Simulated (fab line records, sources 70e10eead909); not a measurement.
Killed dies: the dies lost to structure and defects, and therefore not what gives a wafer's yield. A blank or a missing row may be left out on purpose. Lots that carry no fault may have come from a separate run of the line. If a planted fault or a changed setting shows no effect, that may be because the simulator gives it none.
fab line records	flow nand_harc
[record] lots = 6	wafers = 18	last_day = 33
route steps=1302 shown P_CONTACT@248 P_M0@253 END@1302
lots untouched by any fault: they come from a run of this same line in which no faults occurred
start_h: hours from the record's first day to the start of the lot's first wafer shown	wait_h: hours elapsed since this lot's preceding step	" repeats the value in the row above	L1.1+2: a single row standing in for several wafers	- no value, or no start given	* or withheld: withheld	< > ~ a bound
route shown NAME@n: names a module that has steps shown in the file, with the first one's number in the route	usual: the fault-free wafers' mean and standard deviation	same: alike in all rows	chamber/n: place in a boat	sites: the reading at each site	_std_site: the values' standard deviation	_edge_site: mean of outer sites minus mean of inner sites	radius_mm: how far each site lies from the wafer's centre	mask NAME#n: copy n	behind: the tool/chamber that last shaped the wafer	hold: the reason the lot was held/the length of the hold in hours/how it ended	device: transistor that didn't switch, given as n, p or np	end of line: the tests these same wafers got at the end of their route	a step given without rows: its recipe and nothing more	killed: dies lost to structure and defects at the first sort, not the wafer's yield	map: shows each die of a wafer: x if killed, . if not, _ if none is there
set.NAME: setting as actually run; set.NAME@STEP: the setting as run at that earlier step	model.NAME: the simulator's own value behind a step, which no gauge read
lots seen at some steps along the route; tables by step, rows by wafer
services: when a tool's chamber went out of use (start_h, in hours from the record's first day, below 0 if earlier), for how many hours, and the reason
[[steps]]
[step NHARC_P_CONTACT_CVD_23]
[recipe] target_thk_a = 2000	temp_c = 300	pressure_torr = 40	wf6_flow_sccm = 40	h2_flow_sccm = 1600	ar_flow_sccm = 1560	time_s = 557	material = W
[usual] heater_power_w = 452/17	throttle_valve_pct = 7.9/0.35
lot.wafer	tool	chamber	start_h	wait_h	heater_power_w	throttle_valve_pct
L325.4	cvd_w-02	0	-	-	464	7.7
L325.3	"	1	"	"	462	7.5
L325.6	"	0	"	"	466	7.8
L327.2	cvd_w-01	0	-	-	434	8.4
L327.4	"	1	"	"	451	8.0
L327.5	"	1	"	"	448	8.2
L330.1	cvd_w-02	0	-	-	471	7.8
L330.4	"	0	"	"	480	7.7
L330.5	"	1	"	"	447	7.5
L335.4	cvd_w-01	0	-	-	422	8.4
L335.3	"	1	"	"	453	8.0
L335.5	"	1	"	"	454	8.1
L342.4	cvd_w-02	0	-	-	434	7.8
L342.3	"	1	"	"	471	7.4
L342.6	"	1	"	"	464	7.4
L345.1	cvd_w-02	1	-	-	464	7.6
L345.3	"	0	"	"	447	8.0
L345.5	"	0	"	"	442	7.9
[step NHARC_P_CONTACT_CMP_24]
[recipe] t_overpolish_s = 30	target_thk_nm = 200
[usual] motor_current_A = 12.7/1.5	overpolish_run_s = 30.000/0.0087	time_to_endpoint_s = 40/3.1
lot.wafer	tool	chamber	start_h	wait_h	motor_current_A	overpolish_run_s	time_to_endpoint_s
L325.3	cmp-01	0	139.73	0.3	12.6	30.010	41
L325.4	"	1	"	"	15.9	30.008	42
L325.6	"	3	"	"	13.9	29.994	47
L327.2	cmp-01	1	162.69	0.5	14.8	30.004	42
L327.4	"	0	"	"	14.0	29.998	40
L327.5	"	2	"	"	13.7	29.993	43
L330.4	cmp-02	1	194.44	0.4	13.0	30.002	34
L330.1	"	2	"	"	11.9	30.002	40
L330.5	"	2	"	"	11.3	29.994	39
L335.4	cmp-01	3	242.82	0.4	14.7	29.999	38
L335.3	"	2	"	"	12.8	30.017	40
L335.5	"	0	"	"	13.4	30.008	41
L342.4	cmp-02	3	312.57	0.4	10.8	30.008	36
L342.3	"	0	"	"	11.0	29.992	43
L342.6	"	0	"	"	11.7	30.000	42
L345.1	cmp-01	3	336.75	0.6	14.2	30.005	44
L345.3	"	0	"	"	13.2	30.010	41
L345.5	"	2	"	"	13.0	30.005	44
[step NHARC_P_CONTACT_SRD_26]
[step NHARC_P_CONTACT_INSPECT_27]
[usual] raw_defect_count = 288/110
lot.wafer	tool	chamber	start_h	wait_h	raw_defect_count
L325.3	defect_inspect-01	-	140.11	0.1	263
L325.4	"	-	"	"	249
L325.6	"	-	"	"	258
L327.2	defect_inspect-01	-	163.09	0.1	288
L327.4	"	-	"	"	339
L327.5	"	-	"	"	285
L330.1	defect_inspect-01	-	194.84	0.1	236
L330.4	"	-	"	"	376
L330.5	"	-	"	"	199
L335.3	defect_inspect-01	-	243.23	0.1	406
L335.4	"	-	"	"	259
L335.5	"	-	"	"	360
L342.3	defect_inspect-01	-	312.97	0.1	206
L342.4	"	-	"	"	190
L342.6	"	-	"	"	370
L345.1	defect_inspect-01	-	337.12	0.1	343
L345.3	"	-	"	"	299
L345.5	"	-	"	"	247
[step NHARC_P_M0_DEP_00]
[recipe] target_thk_a = 1500	target_thk_nm = 150	temp_c = withheld	pressure_torr = 5	flow_sccm = 200	rf_w = 600	material = SiOC
[step NHARC_P_M0_DEHYDRATE_01]
[recipe] temp_c = 150	time_s = 120
[step NHARC_P_M0_HMDS_02]
[recipe] time_s = 30
[step NHARC_P_M0_COAT_33]
[recipe] temp_c = 200	time_s = 65
[step NHARC_P_M0_COAT_03]
[recipe] spin_rpm = 1500	resist_thk_nm = 90
[step NHARC_P_M0_SOFTBAKE_04]
[recipe] temp_c = 105	time_s = 55
[step NHARC_P_M0_EBR_05]
[step NHARC_P_M0_EXPOSE_06]
[recipe] na = 1.35	target_cd_nm = 90	dose_mj = 81.28	mask_id = P_M0
[usual] focus_offset_nm = 0.0/0.54
lot.wafer	tool	chamber	start_h	wait_h	mask	focus_offset_nm	model.P_M0.overlay_x_nm
L325.3	arfi_scanner-01	0	140.87	-	P_M0#0	-0.7	-1.401
L325.4	"	0	"	"	P_M0#0	-0.8	-1.401
L325.6	"	0	"	"	P_M0#0	-0.3	-1.401
L327.2	arfi_scanner-03	0	163.73	-	P_M0#0	-0.6	-0.2346
L327.4	"	0	"	"	P_M0#0	-0.4	-0.2346
L327.5	"	0	"	"	P_M0#0	-0.7	-0.2346
L330.1	arfi_scanner-03	0	195.75	-	P_M0#0	0.2	0.6995
L330.4	"	0	"	"	P_M0#0	0.5	0.6995
L330.5	"	0	"	"	P_M0#0	-0.4	0.6995
L335.3	arfi_scanner-02	0	244.18	-	P_M0#0	0.0	-0.4577
L335.4	"	0	"	"	P_M0#0	0.0	-0.4577
L335.5	"	0	"	"	P_M0#0	0.2	-0.4577
L342.3	arfi_scanner-03	0	313.65	-	P_M0#0	0.1	21.22
L342.4	"	0	"	"	P_M0#0	-0.1	21.22
L342.6	"	0	"	"	P_M0#0	0.1	21.22
L345.1	arfi_scanner-03	0	338.01	-	P_M0#0	-0.2	23.46
L345.3	"	0	"	"	P_M0#0	-0.2	23.46
L345.5	"	0	"	"	P_M0#0	0.3	23.46
[step NHARC_P_M0_PEB_07]
[recipe] peb_temp_c = 100	peb_time_s = 65
[step NHARC_P_M0_DEVELOP_08]
[recipe] develop_time_s = 35	dev_temp_c = 23
[step NHARC_P_M0_CD_MEAS_09]
[recipe] target_cd_nm = 90	landing_energy_ev = 500
[usual] cd_nm = 89.7/0.92
lot.wafer	tool	chamber	start_h	wait_h	cd_nm
L325.3	cd_sem-01	0	141.01	-	88.1
L325.4	"	0	"	"	90.1
L325.6	"	0	"	"	89.0
L327.2	cd_sem-02	0	163.87	-	88.5
L327.4	"	0	"	"	90.0
L327.5	"	0	"	"	89.4
L330.1	cd_sem-01	0	195.89	-	91.0
L330.4	"	0	"	"	91.8
L330.5	"	0	"	"	90.7
L335.3	cd_sem-03	0	244.32	-	90.0
L335.4	"	0	"	"	88.3
L335.5	"	0	"	"	89.0
L342.3	cd_sem-01	0	313.78	-	90.4
L342.4	"	0	"	"	90.3
L342.6	"	0	"	"	90.0
L345.1	cd_sem-03	0	338.15	-	89.5
L345.3	"	0	"	"	89.6
L345.5	"	0	"	"	89.4
[step NHARC_P_M0_OVL_MEAS_10]
[recipe] pitch_nm = 180
[usual] overlay_x_nm = -0.2/0.81	overlay_y_nm = 0.2/0.77
lot.wafer	tool	chamber	start_h	wait_h	overlay_x_nm	overlay_y_nm
L325.3	overlay-01	-	141.09	-	-1.4	-0.5
L325.4	"	-	"	"	-1.1	0.1
L325.6	"	-	"	"	-2.1	0.0
L327.2	overlay-01	-	163.96	-	-0.5	0.0
L327.4	"	-	"	"	0.2	-0.2
L327.5	"	-	"	"	0.1	-0.6
L330.1	overlay-01	-	195.98	-	0.6	-1.2
L330.4	"	-	"	"	1.3	-1.1
L330.5	"	-	"	"	0.3	-0.9
L335.3	overlay-02	-	244.40	-	-0.3	1.4
L335.4	"	-	"	"	-0.7	0.7
L335.5	"	-	"	"	-0.2	0.6
L342.3	overlay-01	-	313.87	-	20.8	0.3
L342.4	"	-	"	"	21.1	0.4
L342.6	"	-	"	"	21.6	0.9
L345.1	overlay-02	-	338.24	-	23.9	-0.3
L345.3	"	-	"	"	23.7	-0.6
L345.5	"	-	"	"	23.4	-0.5
[step NHARC_P_M0_INSPECT_11]
[usual] raw_defect_count = 5/3.4
lot.wafer	tool	chamber	start_h	wait_h	raw_defect_count
L325.3	defect_inspect-02	-	141.13	0.0	6
L325.4	"	-	"	"	4
L325.6	"	-	"	"	3
L327.2	defect_inspect-02	-	163.99	0.0	9
L327.4	"	-	"	"	11
L327.5	"	-	"	"	9
L330.1	defect_inspect-01	-	196.01	0.0	1
L330.4	"	-	"	"	0
L330.5	"	-	"	"	4
L335.3	defect_inspect-01	-	244.44	0.0	3
L335.4	"	-	"	"	3
L335.5	"	-	"	"	2
L342.3	defect_inspect-01	-	313.91	0.0	4
L342.4	"	-	"	"	7
L342.6	"	-	"	"	5
L345.1	defect_inspect-02	-	338.28	0.0	13
L345.3	"	-	"	"	12
L345.5	"	-	"	"	12
[step NHARC_END_SORT_01]
[recipe] temp_c = 25
[usual] defect_limited_yield = 91/3.2	killed_at_array = 58/22	killed_at_other = 1.0/1.3	killed_at_periphery = 5/3.4	killed_dies = 64/22	killed_open = 3.6/1.8	killed_short = 2.4/1.7
[same] gross_dies = 677
lot.wafer	tool	chamber	start_h	wait_h	defect_limited_yield[%]	killed_at_array	killed_at_other	killed_at_periphery	killed_dies	killed_open	killed_short
L325.3	prober-01	0	583.07	3.1	92	51	1	2	54	5	1
L325.4	prober-01	0	583.87	3.4	92	50	0	3	53	1	0
L325.6	prober-01	0	585.46	4.0	92	52	1	3	56	2	3
L327.2	prober-01	0	594.45	2.8	94	32	2	8	42	3	3
L327.4	prober-01	0	596.06	3.4	93	34	1	10	45	7	1
L327.5	prober-01	0	596.86	3.7	94	34	2	6	42	1	4
L335.3	prober-01	0	678.95	3.0	96	23	0	3	26	4	4
L335.4	prober-01	0	679.74	3.3	96	24	0	5	29	6	5
L335.5	prober-01	0	680.52	3.6	96	22	0	2	24	4	1
L342.3	prober-02	0	751.67	3.1	84	93	3	10	106	6	2
L342.4	prober-02	0	752.48	3.4	86	85	0	10	95	4	2
L342.6	prober-02	0	754.08	4.0	90	57	1	7	65	2	2
// killed by level:class
L325.3 A_CHANNEL_HOLE_D1:chamber_film_flake=30 A_CHANNEL_HOLE_D2:chamber_film_flake=7 A_CONTACT:chamber_film_flake=3 A_ONON_D2:geometric_particle:open=2 A_ZERO_WELL:chamber_film_flake=2 A_WL_FILL:chamber_film_flake=2 P_M0:geometric_particle:short=1 A_CHANNEL_HOLE_D2:geometric_particle:open=1
L325.4 A_CHANNEL_HOLE_D1:chamber_film_flake=30 A_CHANNEL_HOLE_D2:chamber_film_flake=10 A_STAIRCASE:chamber_film_flake=3 A_CONTACT:chamber_film_flake=3 A_ZERO_WELL:chamber_film_flake=2 A_SGD_CUT:chamber_film_flake=2 P_GATE:geometric_particle:open=1 P_GATE:chamber_film_flake=1
L325.6 A_CHANNEL_HOLE_D1:chamber_film_flake=28 A_CHANNEL_HOLE_D2:chamber_film_flake=8 A_CONTACT:chamber_film_flake=6 A_STAIRCASE:chamber_film_flake=3 P_GATE:geometric_particle:short=2 A_WL_FILL:chamber_film_flake=2 A_ONON_D2:geometric_particle:open=1 A_WL_FILL:geometric_particle:open=1
L327.2 A_CHANNEL_HOLE_D2:chamber_film_flake=9 A_CHANNEL_HOLE_D1:chamber_film_flake=8 A_STAIRCASE:chamber_film_flake=5 P_GATE:chamber_film_flake=4 A_DECK1_JOINT:chamber_film_flake=3 P_CONTACT:chamber_film_flake=2 THIN_TSV:chamber_film_flake=2 P_CONTACT:geometric_particle:open=1
L327.4 A_CHANNEL_HOLE_D2:chamber_film_flake=11 A_STAIRCASE:chamber_film_flake=9 P_GATE:chamber_film_flake=4 P_CONTACT:geometric_particle:open=2 A_DECK1_JOINT:geometric_particle:open=2 A_WL_FILL:geometric_particle:open=2 P_CONTACT:chamber_film_flake=2 A_CHANNEL_HOLE_D1:chamber_film_flake=2
L327.5 A_STAIRCASE:chamber_film_flake=8 A_CHANNEL_HOLE_D1:chamber_film_flake=7 A_CHANNEL_HOLE_D2:chamber_film_flake=6 P_GATE:chamber_film_flake=3 P_CONTACT:chamber_film_flake=3 A_DECK1_JOINT:chamber_film_flake=2 A_SLIT:chamber_film_flake=2 A_CONTACT:chamber_film_flake=2
L335.3 A_CHANNEL_HOLE_D1:chamber_film_flake=7 A_CONTACT:chamber_film_flake=3 A_M0:chamber_film_flake=3 P_GATE:geometric_particle:open=1 P_CONTACT:geometric_particle:open=1 A_CHANNEL_FILL_D1:geometric_particle:short=1 A_ONON_D2:geometric_particle:short=1 A_CHANNEL_FILL_D2:geometric_particle:open=1
L335.4 A_CHANNEL_HOLE_D1:chamber_film_flake=5 A_CONTACT:chamber_film_flake=4 A_STAIRCASE:chamber_film_flake=2 A_SLIT:chamber_film_flake=2 A_M0:chamber_film_flake=2 P_GATE:geometric_particle:short=1 P_GATE:geometric_particle:open=1 P_CONTACT:geometric_particle:open=1
L335.5 A_CHANNEL_HOLE_D1:chamber_film_flake=9 A_SLIT:chamber_film_flake=5 A_CONTACT:chamber_film_flake=2 P_CONTACT:geometric_particle:open=1 P_M1:geometric_particle:open=1 A_DECK1_JOINT:geometric_particle:short=1 A_WL_FILL:geometric_particle:open=1 A_CONTACT:geometric_particle:open=1
L342.3 A_SLIT:chamber_film_flake=28 A_CHANNEL_HOLE_D2:chamber_film_flake=28 A_CONTACT:chamber_film_flake=7 A_CHANNEL_HOLE_D1:chamber_film_flake=7 A_STAIRCASE:chamber_film_flake=7 A_ZERO_WELL:chamber_film_flake=6 P_M2:chamber_film_flake=5 THIN_TSV:chamber_film_flake=3
L342.4 A_SLIT:chamber_film_flake=34 A_CHANNEL_HOLE_D2:chamber_film_flake=17 A_CHANNEL_HOLE_D1:chamber_film_flake=6 A_STAIRCASE:chamber_film_flake=6 A_WL_FILL:chamber_film_flake=6 A_CONTACT:chamber_film_flake=6 P_STI:chamber_film_flake=3 A_M0:chamber_film_flake=3
L342.6 A_SLIT:chamber_film_flake=18 A_CHANNEL_HOLE_D2:chamber_film_flake=16 A_CONTACT:chamber_film_flake=5 A_CHANNEL_HOLE_D1:chamber_film_flake=4 A_STAIRCASE:chamber_film_flake=4 P_M2:chamber_film_flake=3 A_WL_FILL:chamber_film_flake=3 P_STI:chamber_film_flake=2
[[services]]
tool	chamber	start_h	hours	kind
cvd_w-02	-	120.67	0.3	repair
arfi_scanner-02	-	124.81	0.6	repair
cmp-02	-	134.61	4.0	pm
arfi_scanner-02	-	137.59	0.2	repair
arfi_scanner-02	-	140.00	4.0	pm
cvd_w-01	1	183.93	6.1	repair
cvd_w-01	-	185.00	13.0	pm
cmp-01	-	187.13	4.0	pm
arfi_scanner-03	-	196.00	4.0	pm
cmp-02	-	205.66	1.0	repair
cmp-02	-	210.22	0.3	repair
cmp-02	-	232.61	4.0	pm
cmp-01	-	232.62	2.8	repair
cmp-02	-	242.00	2.8	repair
arfi_scanner-01	-	252.00	4.0	pm
cmp-02	-	262.85	7.0	repair
cvd_w-02	-	269.00	13.0	pm
arfi_scanner-03	-	277.99	1.6	repair
cvd_w-01	-	281.97	0.5	repair
cmp-01	-	285.13	4.0	pm
cmp-02	-	310.88	1.4	repair
arfi_scanner-02	-	312.00	4.0	pm
cmp-02	-	318.94	1.5	repair
cmp-02	-	330.61	4.0	pm
[[key]]
[first_sign] step = NHARC_P_M0_OVL_MEAS_10	reading = overlay_x_nm	direction = up	sigmas = 28	usual = -0.2	struck = 22.4
effect none on later readings
[model_effect] step = NHARC_P_M0_EXPOSE_06	value = P_M0.overlay_x_nm	without = -0.7609	struck = 22.34
met_at NHARC_P_M0_EXPOSE_06
struck_wafers L342.3,L342.4,L342.6,L345.1,L345.3,L345.5
onset_between 195.75 313.65
also_fits time
[fault] kind = scanner_matching_overlay	tool = arfi_scanner-03	chamber = -	onset_h = 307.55	steps = NHARC_P_M0_EXPOSE_06	offset = 23.101
